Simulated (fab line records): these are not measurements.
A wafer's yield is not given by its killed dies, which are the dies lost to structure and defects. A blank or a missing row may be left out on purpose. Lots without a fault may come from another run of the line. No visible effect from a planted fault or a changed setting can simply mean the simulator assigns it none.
fab line records	flow n5_finfet	part 2 of 2: steps 5 to 6 of 6
record lots=24	wafers=72	last_day=18
route steps=1938 shown HKMG_FIN@433 GATE_CUT@468
lots that met no fault: from a run of the same line without faults
start_h: hours from the record's first day to the start of the lot's first wafer shown	wait_h: hours from the lot's prior step to this one	" as in the row above	L1.1+2: a row that stands for several wafers	- either no value or no given start	* or withheld: withheld	< > ~ a bound
route shown NAME@n: names a module that has steps shown in the file, with the first one's number in the route	usual: the fault-free wafers' mean and standard deviation	same: alike in all rows	chamber/n: place in a boat	sites: per-site readings	_std_site: the standard deviation of these	_edge_site: inner sites' mean taken away from outer sites' mean	radius_mm: how far each site lies from the wafer's centre	mask NAME#n: copy n	behind: tool/chamber where the wafer was last shaped	hold: reason for holding the lot/hours on hold/outcome of the hold	device: which transistor (n, p or np) failed to switch	end of line: tests of these same wafers at the route's end	a step given without rows: its recipe and nothing more	killed: count of dies lost to structure and defects at first sort (not the wafer's yield)	map: a wafer's dies, x killed, . not, _ none there
set.NAME: the setting as run; set.NAME@STEP: as run at that earlier step	model.NAME: the simulator's own value behind a step, which no gauge read
one table for each step of the route and one row for each wafer, over a sample of lots
services: when a tool's chamber went out of use (start_h, in hours from the record's first day, below 0 if earlier), for how many hours, and the reason
## steps
# step N5_GATE_CUT_ETCH_58
# recipe chemistry=CH3F/O2	target=SiNx	target_depth_a=170	time_s=128.6	ion_energy_ev=50	pressure_mtorr=30	source_w=415	bias_w=21	Ar_flow_sccm=150	CH3F_flow_sccm=30	O2_flow_sccm=20
# usual drypump_motor_current_A=5.8/0.57	oes_product_au=0.82/0.11	rf_vpp_V=99.5/0.95	showerhead_plenum_p_Torr=2.04/0.07	throttle_valve_pct=16.25/0.21
lot.wafer	tool	chamber	start_h	wait_h	drypump_motor_current_A	oes_product_au	rf_hours_counter_h	rf_vpp_V	showerhead_plenum_p_Torr	throttle_valve_pct
L074.2	rie_diel-04	0	82.28	0.1	6.4	0.95	7	100.7	2.04	16.31
L074.3	"	1	"	"	4.7	0.71	219	98.2	2.08	16.16
L074.6	"	0	"	"	6.4	0.95	-	100.8	2.04	16.31
L075.3	rie_diel-06	2	90.89	0.0	5.5	0.67	243	98.4	1.98	16.28
L075.4	"	3	"	"	5.9	0.81	114	99.9	2.02	16.16
L075.5	"	2	"	"	5.5	0.67	-	97.9	1.98	16.31
L076.1	rie_diel-06	3	91.87	0.0	5.9	0.81	114	100.4	2.02	16.16
L076.2	"	0	"	"	5.9	0.66	249	99.2	2.07	16.56
L076.5	"	2	"	"	5.5	0.67	-	99.4	1.98	16.30
L077.2	rie_diel-03	1	106.46	0.1	5.4	0.78	161	100.3	2.07	16.29
L077.4	"	3	"	"	6.2	0.67	249	97.1	1.89	16.69
L077.5	"	2	"	"	5.1	0.71	-	99.2	1.91	16.48
L078.2	rie_diel-06	2	108.15	0.0	5.5	0.67	250	100.3	1.98	16.29
L078.5	"	2	"	"	5.5	0.67	-	98.9	1.98	16.33
L078.6	"	1	"	"	6.7	0.70	-	98.6	2.06	16.43
L079.2	rie_diel-06	0	116.04	0.0	5.9	1.00	2	99.5	2.06	16.08
L079.3	"	3	"	"	6.0	0.80	122	98.1	2.01	16.17
L079.4	"	3	"	"	5.9	0.80	-	99.9	2.01	16.14
L080.1	rie_diel-06	3	124.63	0.2	6.0	0.80	125	98.9	2.01	16.16
L080.2	"	1	"	"	6.8	0.71	193	100.4	2.06	16.44
L080.6	"	1	"	"	6.7	0.70	-	99.1	2.06	16.47
L081.2	rie_diel-06	3	125.67	0.0	5.9	0.79	126	98.7	2.01	16.18
L081.3	"	0	"	"	5.9	0.97	6	101.5	2.06	16.10
L081.4	"	2	"	"	5.4	0.99	0	99.2	1.98	15.82
L082.1	rie_diel-04	3	131.27	0.0	5.5	0.94	5	99.9	2.06	15.91
L082.2	"	2	"	"	5.4	0.95	11	99.6	2.14	16.09
L082.4	"	0	"	"	6.4	0.91	23	99.0	2.04	16.34
L083.1	rie_diel-03	3	134.07	0.0	6.2	0.96	3	100.2	2.14	16.24
L083.2	"	1	"	"	5.4	0.76	171	99.0	2.07	16.29
L083.5	"	3	"	"	6.2	0.95	-	99.3	2.14	16.23
L084.1	rie_diel-06	0	143.39	0.0	5.9	0.95	11	98.9	2.06	16.10
L084.3	"	3	"	"	6.0	0.79	132	99.4	2.01	16.17
L084.5	"	1	"	"	6.8	0.69	-	99.2	2.05	16.45
L085.3	rie_diel-03	1	150.13	0.0	5.4	0.76	179	99.3	2.06	16.33
L085.5	"	1	"	"	5.4	0.76	-	98.4	2.06	16.32
L085.6	"	3	"	"	6.2	0.94	-	98.8	2.14	16.27
L086.1	rie_diel-04	3	159.34	0.1	5.5	0.90	14	97.3	2.05	15.93
L086.4	"	0	"	"	6.4	0.89	31	99.5	2.03	16.35
L086.5	"	0	"	"	6.4	0.89	-	101.0	2.03	16.35
L087.1	rie_diel-03	2	164.47	0.0	5.1	0.70	223	97.8	1.90	16.54
L087.5	"	1	"	"	5.4	0.75	-	100.6	2.06	16.35
L087.6	"	2	"	"	5.1	0.70	-	100.0	1.90	16.53
L088.1	rie_diel-03	1	166.25	0.0	5.4	0.75	185	100.2	2.06	16.35
L088.2	"	2	"	"	5.1	0.70	223	98.8	1.90	16.55
L088.4	"	1	"	"	5.4	0.73	-	98.9	2.06	16.34
L089.2	rie_diel-04	3	168.82	0.0	5.5	0.91	17	99.7	2.05	15.96
L089.4	"	2	"	"	5.4	0.91	23	99.9	2.13	16.12
L089.5	"	2	"	"	5.4	0.90	-	101.8	2.13	16.13
L090.1	rie_diel-03	1	175.66	0.0	5.4	0.75	189	99.0	2.06	16.34
L090.4	"	3	"	"	6.2	0.92	13	100.8	2.14	16.26
L090.6	"	0	"	"	5.9	0.99	-	100.8	2.13	15.99
L091.1	rie_diel-03	0	181.06	0.1	5.9	0.98	9	100.2	2.13	16.00
L091.2	"	2	"	"	5.1	0.70	228	98.2	1.90	16.54
L091.4	"	1	"	"	5.4	0.75	190	98.0	2.06	16.35
L092.3	rie_diel-06	2	187.20	0.0	5.5	0.91	18	97.8	1.97	15.84
L092.5	"	1	"	"	6.8	0.68	-	98.5	2.05	16.48
L092.6	"	2	"	"	5.5	0.93	-	99.3	1.97	15.85
L093.4	rie_diel-04	3	194.90	0.1	5.5	0.89	-	98.0	2.05	15.96
L093.5	"	2	"	"	5.4	0.88	-	100.4	2.13	16.15
L093.6	"	0	"	"	6.4	0.87	-	98.5	2.03	16.38
L094.2	rie_diel-03	0	199.41	0.1	5.9	0.95	15	101.3	2.13	15.98
L094.4	"	3	"	"	6.2	0.90	21	100.8	2.14	16.26
L094.5	"	3	"	"	6.2	0.90	-	99.3	2.14	16.26
L095.1	rie_diel-04	1	207.41	0.1	4.7	0.98	1	99.3	2.07	15.77
L095.3	"	3	"	"	5.5	0.88	32	98.2	2.05	16.00
L095.6	"	1	"	"	4.6	0.98	-	99.4	2.07	15.76
L096.1	rie_diel-03	0	218.12	0.0	5.9	0.94	20	101.2	2.13	16.02
L096.2	"	2	"	"	5.1	0.69	239	98.4	1.90	16.58
L096.4	"	1	"	"	5.4	0.73	202	101.3	2.06	16.36
L097.1	rie_diel-06	0	219.24	0.0	5.9	0.89	35	100.2	2.05	16.15
L097.4	"	2	"	"	5.5	0.88	27	98.8	1.97	15.87
L097.6	"	0	"	"	5.9	0.88	-	99.6	2.05	16.14
# step N5_GATE_CUT_PECVD_57
# recipe material=SiNx	target_thk_a=210	temp_c=400	precursor=SiH4/NH3/N2	pressure_torr=1.5	rf_w=300
# usual heater_power_w=805/110	showerhead_plenum_p_Torr=5.17/0.08	throttle_valve_pct=41.0/2.2
lot.wafer	tool	chamber	start_h	wait_h	heater_power_w	showerhead_plenum_p_Torr	throttle_valve_pct
L074.2	pecvd-01	0	84.80	1.1	621	5.08	42.1
L074.3	"	1	"	"	816	5.21	44.9
L074.6	"	0	"	"	653	5.07	42.4
L075.3	pecvd-02	2	93.40	1.1	707	5.20	40.1
L075.4	"	1	"	"	833	5.20	41.6
L075.5	"	0	"	"	755	5.23	39.6
L076.1	pecvd-04	1	94.96	1.1	954	5.02	40.4
L076.2	"	0	"	"	974	5.12	41.5
L076.5	"	0	"	"	1006	5.13	42.0
L077.2	pecvd-02	2	108.97	1.1	662	5.20	40.1
L077.4	"	0	"	"	745	5.23	39.8
L077.5	"	1	"	"	850	5.19	41.7
L078.2	pecvd-02	1	111.16	1.1	916	5.20	41.7
L078.5	"	2	"	"	739	5.20	40.1
L078.6	"	0	"	"	816	5.24	39.5
L079.2	pecvd-04	2	118.69	1.1	916	5.26	37.3
L079.3	"	0	"	"	902	5.11	42.3
L079.4	"	1	"	"	781	5.01	40.5
L080.1	pecvd-04	0	127.15	1.1	981	5.12	42.1
L080.2	"	1	"	"	903	5.01	40.5
L080.6	"	0	"	"	982	5.14	42.1
L081.2	pecvd-02	0	128.19	1.1	779	5.24	39.9
L081.3	"	1	"	"	979	5.19	41.9
L081.4	"	1	"	"	983	5.21	41.5
L082.1	pecvd-02	0	133.79	1.1	780	5.23	39.6
L082.2	"	1	"	"	900	5.19	41.5
L082.4	"	0	"	"	806	5.23	40.0
L083.1	pecvd-04	1	136.59	1.1	854	5.02	40.5
L083.2	"	2	"	"	891	5.26	37.1
L083.5	"	2	"	"	890	5.28	37.3
L084.1	pecvd-02	2	145.92	1.1	686	5.20	40.2
L084.3	"	1	"	"	925	5.19	41.6
L084.5	"	2	"	"	702	5.21	40.3
L085.3	pecvd-01	0	152.64	1.1	525	5.06	41.8
L085.5	"	0	"	"	522	5.08	41.9
L085.6	"	2	"	"	742	5.21	39.3
L086.1	pecvd-02	0	161.96	1.1	706	5.22	39.7
L086.4	"	0	"	"	705	5.22	39.9
L086.5	"	1	"	"	962	5.19	41.8
L087.1	pecvd-04	1	167.46	1.1	833	5.01	40.2
L087.5	"	2	"	"	860	5.27	37.4
L087.6	"	0	"	"	913	5.12	42.0
L088.1	pecvd-01	1	168.87	1.1	772	5.22	45.1
L088.2	"	2	"	"	792	5.21	39.3
L088.4	"	2	"	"	824	5.20	39.4
L089.2	pecvd-01	1	171.44	1.1	836	5.23	44.9
L089.4	"	2	"	"	824	5.21	39.3
L089.5	"	0	"	"	638	5.09	42.5
L090.1	pecvd-04	1	178.17	1.1	842	5.03	40.4
L090.4	"	2	"	"	915	5.27	37.2
L090.6	"	2	"	"	909	5.27	37.3
L091.1	pecvd-01	2	183.58	1.1	752	5.21	39.4
L091.2	"	1	"	"	843	5.22	45.2
L091.4	"	2	"	"	737	5.20	39.5
L092.3	pecvd-01	1	190.05	1.1	754	5.23	44.8
L092.5	"	1	"	"	744	5.22	45.3
L092.6	"	0	"	"	629	5.07	42.1
L093.4	pecvd-01	1	197.41	0.1	799	5.21	45.0
L093.5	"	0	"	"	628	5.08	42.1
L093.6	"	1	"	"	825	5.23	44.9
L094.2	pecvd-04	0	201.92	1.1	1020	5.11	41.9
L094.4	"	0	"	"	1031	5.12	42.1
L094.5	"	2	"	"	892	5.28	37.4
L095.1	pecvd-01	1	209.94	1.1	839	5.22	45.0
L095.3	"	2	"	"	725	5.22	39.4
L095.6	"	2	"	"	720	5.20	39.3
L096.1	pecvd-04	1	220.63	1.1	859	5.03	40.5
L096.2	"	0	"	"	1048	5.14	42.3
L096.4	"	1	"	"	879	5.01	40.5
L097.1	pecvd-01	0	221.76	1.1	633	5.08	42.3
L097.4	"	1	"	"	815	5.20	45.0
L097.6	"	2	"	"	770	5.21	39.1
## services
tool	chamber	start_h	hours	kind
pecvd-01	-	58.70	5.5	pm
rie_diel-03	1	59.88	17.3	repair
rie_diel-03	2	70.11	5.4	repair
pecvd-04	1	74.00	4.6	repair
rie_diel-01	-	79.26	0.6	repair
cvd_w-02	0	81.15	5.5	repair
cvd_w-01	-	81.79	0.7	repair
rie_diel-01	1	95.65	5.7	repair
rie_diel-01	2	98.62	8.0	repair
pecvd-01	-	101.96	2.1	repair
rie_diel-06	3	104.73	4.3	repair
rie_diel-02	0	108.23	1.7	repair
rie_diel-02	-	130.52	2.8	pm
cvd_w-02	-	131.93	5.3	repair
cvd_w-01	0	140.82	5.2	repair
rie_diel-05	1	146.48	2.7	repair
rie_diel-01	0	150.88	2.4	repair
cvd_w-01	1	152.99	9.6	repair
pecvd-01	-	160.34	2.7	repair
rie_diel-02	3	176.47	6.5	repair
rie_diel-05	2	179.93	8.2	repair
pecvd-01	2	184.32	17.0	repair
rie_metal-03	1	188.34	22.3	repair
rie_diel-02	1	215.45	4.4	repair
